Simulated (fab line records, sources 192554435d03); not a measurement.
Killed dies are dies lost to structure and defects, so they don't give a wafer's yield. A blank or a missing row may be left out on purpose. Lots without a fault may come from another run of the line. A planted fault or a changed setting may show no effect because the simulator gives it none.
Which tool did it? | flow n5_finfet | 9 lots, 26 wafers sampled, at 6 steps of a route of 1938

WHAT THE GAUGES READ, wafer by wafer
N5_SD_EPI_N_CD_MEAS_09: target cd 120 nm.
lot  | measured    | on        | cd_nm (nm)
L308 | day 3 02:46 | cd_sem-03 | 119.6 118.7 120.3
L310 | day 3 14:49 | cd_sem-03 | 120.4 119.4
L316 | day 5 04:34 | cd_sem-03 | 120.3 121.0 122.2
L318 | day 5 15:58 | cd_sem-01 | 116.1 115.2 115.6
L320 | day 6 00:15 | cd_sem-02 | 116.8 116.9 117.3
L321 | day 6 08:23 | cd_sem-01 | 116.6 115.7 117.3
L326 | day 7 13:11 | cd_sem-03 | 119.9 120.0 119.1
L327 | day 7 18:34 | cd_sem-02 | 120.2 118.9 119.2
L331 | day 8 20:02 | cd_sem-01 | 118.8 119.7 119.7

N5_BEOL_M4_RC_MEAS_101.
lot  | measured     | on        | DIBL_N (mV/V)  | DIBL_P (mV/V)  | IOFF_N (nA/um) | IOFF_P (nA/um) | ION_N (uA/um) | ION_P (uA/um) | SS_N (mV/dec)  | SS_P (mV/dec)  | VT_N (mV)   | VT_P (mV)
L308 | day 8 17:50  | prober-01 | 37.7 36.6 37.5 | 37.9 37.3 37.5 | 0.21 0.18 0.19 | 0.25 0.23 0.23 | 689 679 683   | 467 465 461   | 72.5 71.9 72.7 | 74.7 74.8 73.5 | 244 248 246 | -249 -250 -251
L310 | day 9 12:31  | prober-02 | 39.2 39.5      | 39.0 38.4      | 0.22 0.22      | 0.23 0.24      | 689 677       | 462 464       | 72.0 72.4      | 74.0 73.7      | 246 245     | -252 -252
L316 | day 10 21:35 | prober-01 | 36.3 36.0 35.0 | 34.0 33.9 32.9 | 0.13 0.13 0.12 | 0.17 0.16 0.16 | 664 671 658   | 456 453 458   | 70.8 70.9 71.3 | 72.6 73.0 72.2 | 253 252 256 | -258 -255 -256
L318 | day 11 14:27 | prober-02 | 34.8 35.9 38.4 | 36.8 37.5 41.5 | 0.14 0.16 0.22 | 0.22 0.22 0.30 | 680 672 706   | 472 464 483   | 71.0 72.0 72.2 | 72.4 72.7 73.6 | 249 249 243 | -247 -249 -243
L320 | day 12 12:31 | prober-01 | 38.7 37.4 39.8 | 36.9 35.4 39.0 | 0.17 0.15 0.20 | 0.20 0.18 0.24 | 686 657 690   | 460 455 466   | 71.9 71.2 72.5 | 73.5 73.8 74.3 | 248 254 249 | -252 -254 -252
L321 | day 13 01:29 | prober-01 | 37.5 38.6 37.2 | 36.2 39.0 37.2 | 0.16 0.19 0.16 | 0.18 0.22 0.19 | 668 682 672   | 446 451 452   | 72.7 71.7 72.5 | 73.4 73.4 73.2 | 253 247 254 | -259 -252 -253
L326 | day 13 19:34 | prober-01 | 33.3 33.8 35.5 | 34.4 34.5 36.3 | 0.14 0.12 0.16 | 0.16 0.16 0.19 | 686 662 674   | 462 455 456   | 72.0 71.7 71.9 | 72.5 73.3 73.9 | 250 254 250 | -254 -253 -253
L327 | day 13 10:07 | prober-01 | 36.8 35.3 35.3 | 38.1 37.1 37.4 | 0.18 0.16 0.17 | 0.22 0.19 0.20 | 676 673 689   | 468 456 470   | 71.6 72.2 72.2 | 73.6 72.8 72.9 | 248 251 249 | -252 -254 -252
L331 | day 15 11:43 | prober-01 | 36.4 34.1 34.1 | 35.3 32.6 32.6 | 0.16 0.13 0.13 | 0.21 0.17 0.18 | 669 673 676   | 459 464 466   | 71.8 71.4 71.1 | 73.7 72.4 73.0 | 250 253 251 | -250 -253 -252

WHICH TOOL RAN EACH LOT (tool, then ch and the chambers of the sampled wafers, then the start)
lot  | N5_DUMMY_GATE_TRIM_49           | N5_DUMMY_GATE_HM_OPEN_21          | N5_SD_EPI_N_PEB_07               | N5_SD_EPI_N_ETCH_16
L308 | rie_si-02 ch 0,1, day 3 00:38   | rie_diel-02 ch 0,3, day 3 00:59   | litho_track-02 ch 0, day 3 02:42 | rie_diel-01 ch 1,3, day 3 03:28
L310 | rie_si-06 ch 0,1, day 3 12:45   | rie_diel-02 ch 0,3, day 3 13:10   | litho_track-03 ch 0, day 3 14:44 | rie_diel-04 ch 3, day 3 15:49
L316 | rie_si-02 ch 1,2,3, day 5 01:26 | rie_diel-02 ch 0,3, day 5 01:59   | litho_track-02 ch 0, day 5 04:30 | rie_diel-03 ch 0,2,3, day 5 05:22
L318 | rie_si-06 ch 0,2,3, day 5 13:50 | rie_diel-05 ch 0,1,2, day 5 14:12 | litho_track-02 ch 0, day 5 15:55 | rie_diel-01 ch 0,1, day 5 16:53
L320 | rie_si-06 ch 1,2,3, day 5 22:06 | rie_diel-06 ch 0,1,2, day 5 22:23 | litho_track-02 ch 0, day 6 00:11 | rie_diel-01 ch 0,2,3, day 6 00:57
L321 | rie_si-06 ch 2,3, day 6 06:28   | rie_diel-05 ch 0,2,3, day 6 06:44 | litho_track-02 ch 0, day 6 08:19 | rie_diel-04 ch 0,1,2, day 6 09:05
L326 | rie_si-01 ch 0,2,3, day 7 11:07 | rie_diel-02 ch 0,1,2, day 7 11:28 | litho_track-03 ch 0, day 7 13:07 | rie_diel-03 ch 1,2,3, day 7 13:55
L327 | rie_si-02 ch 0,1,2, day 7 16:28 | rie_diel-02 ch 0,2, day 7 16:45   | litho_track-03 ch 0, day 7 18:30 | rie_diel-04 ch 0,2, day 7 19:16
L331 | rie_si-01 ch 1,3, day 8 17:09   | rie_diel-02 ch 2,3, day 8 17:43   | litho_track-03 ch 0, day 8 19:58 | rie_diel-03 ch 0,1,3, day 8 21:13
- N5_DUMMY_GATE_TRIM_49: chemistry O2, time 29 s, target cd 14 nm.
- N5_DUMMY_GATE_HM_OPEN_21: chemistry CH3F/O2, target SiNx, target depth 120 nm, time 171.4 s.
- N5_SD_EPI_N_PEB_07: peb time 60 s.
- N5_SD_EPI_N_ETCH_16: etches SiO2 in CHF3/O2, target depth 5 nm.

WHAT THE TOOLS THEMSELVES READ (means of the sampled wafers that have a number; where no wafer has one, the mark that the record gives instead)
N5_DUMMY_GATE_TRIM_49.
lot  | tool      | drypump_motor_current_A (A) | oes_product_au (a.u.) | throttle_valve_pct (%)
L308 | rie_si-02 | 6.0                         | 1.012                 | 8.12
L310 | rie_si-06 | 5.6                         | 1.018                 | 8.29
L316 | rie_si-02 | 5.7                         | 0.986                 | 8.14
L318 | rie_si-06 | 5.8                         | 1.019                 | 8.04
L320 | rie_si-06 | 5.6                         | 1.013                 | 8.14
L321 | rie_si-06 | 5.5                         | 1.017                 | 8.05
L326 | rie_si-01 | 6.1                         | 0.985                 | 8.17
L327 | rie_si-02 | 5.7                         | 1.010                 | 8.14
L331 | rie_si-01 | 6.0                         | 0.992                 | 8.14

N5_DUMMY_GATE_HM_OPEN_21.
lot  | tool        | drypump_motor_current_A (A) | oes_o_777_au (a.u.) | oes_product_au (a.u.) | rf_vpp_V (V) | showerhead_plenum_p_Torr (Torr) | throttle_valve_pct (%)
L308 | rie_diel-02 | 5.3                         | 0.72                | 0.72                  | 301          | 2.07                            | 16.72
L310 | rie_diel-02 | 5.3                         | 0.71                | 0.71                  | 300          | 2.05                            | 16.70
L316 | rie_diel-02 | 5.4                         | 0.70                | 0.70                  | 299          | 2.02                            | 16.68
L318 | rie_diel-05 | 5.7                         | 0.83                | 0.82                  | 301          | 2.04                            | 16.21
L320 | rie_diel-06 | 5.8                         | 0.75                | 0.76                  | 304          | 2.03                            | 16.56
L321 | rie_diel-05 | 5.5                         | 0.81                | 0.81                  | 302          | 2.01                            | 16.36
L326 | rie_diel-02 | 5.6                         | 0.79                | 0.78                  | 297          | 2.03                            | 16.55
L327 | rie_diel-02 | 5.7                         | 0.77                | 0.75                  | 301          | 2.04                            | 16.55
L331 | rie_diel-02 | 5.7                         | 0.90                | 0.90                  | 299          | 1.98                            | 16.22

N5_SD_EPI_N_PEB_07.
lot  | tool           | heater_power_total_W (W) | resist_line_temp_C (C)
L308 | litho_track-02 | 175.1                    | 23.07
L310 | litho_track-03 | 174.6                    | 22.91
L316 | litho_track-02 | 174.0                    | 22.98
L318 | litho_track-02 | 190.5                    | 22.92
L320 | litho_track-02 | 188.1                    | 22.99
L321 | litho_track-02 | 189.8                    | 23.00
L326 | litho_track-03 | 175.1                    | 23.03
L327 | litho_track-03 | 174.9                    | 23.07
L331 | litho_track-03 | 175.6                    | 23.03

N5_SD_EPI_N_ETCH_16.
lot  | tool        | drypump_motor_current_A (A) | oes_o_777_au (a.u.) | oes_product_au (a.u.) | rf_vpp_V (V) | showerhead_plenum_p_Torr (Torr) | throttle_valve_pct (%)
L308 | rie_diel-01 | 5.1                         | 0.71                | 0.70                  | 528          | 2.48                            | 19.01
L310 | rie_diel-04 | 5.9                         | 0.70                | 0.70                  | 506          | 2.28                            | 19.21
L316 | rie_diel-03 | 5.4                         | 0.80                | 0.80                  | 522          | 2.40                            | 18.82
L318 | rie_diel-01 | 5.3                         | 0.69                | 0.69                  | 525          | 2.44                            | 19.06
L320 | rie_diel-01 | 5.5                         | 0.78                | 0.78                  | 519          | 2.38                            | 18.96
L321 | rie_diel-04 | 5.7                         | 0.80                | 0.80                  | 525          | 2.40                            | 19.01
L326 | rie_diel-03 | 5.5                         | 0.83                | 0.83                  | 517          | 2.47                            | 18.75
L327 | rie_diel-04 | 5.3                         | 0.76                | 0.76                  | 523          | 2.42                            | 18.85
L331 | rie_diel-03 | 5.4                         | 0.82                | 0.81                  | 526          | 2.47                            | 18.72

THE ANSWER, worked out from the rows above alone
Rule: what is usual is taken from the lots themselves. Put in order of their means at a reading, lots are off if they are a third of the lots or fewer, leave a main group of 4 or more, and stand apart from it by a gap of 3 or more times the standard deviation of the main group's means; of several such gaps the widest counts. A main group whose means are all the same, to the digits that the tables above print for the reading, isn't used. A lot without any number at a reading at which 4 lots or more have one is off too. The other lots that the step has rows for count as sound. The gauges are gone through in route order, then the tools' own readings, and for those a lot's mean is taken as printed above. The first step at which some lot is off is used, and at that step the reading that is off furthest; a lot without a number counts as furthest.
Off: L318, L320, L321, at N5_SD_EPI_N_CD_MEAS_09 (cd_nm). The main group: mean 119.9 nm, standard deviation 0.61.
A tool fits if, at a process step before that reading, it ran every lot that is off, and no sound lot after the first of them. The gauges at N5_SD_EPI_N_CD_MEAS_09 aren't tried: what is off there is off at N5_SD_EPI_N_PEB_07 too, on other tools, and a gauge's error can't cause that. Can't be told from this: 2 tools fit, rie_si-06 at N5_DUMMY_GATE_TRIM_49, litho_track-02 at N5_SD_EPI_N_PEB_07.

WHAT THE SIMULATOR HAD PUT IN
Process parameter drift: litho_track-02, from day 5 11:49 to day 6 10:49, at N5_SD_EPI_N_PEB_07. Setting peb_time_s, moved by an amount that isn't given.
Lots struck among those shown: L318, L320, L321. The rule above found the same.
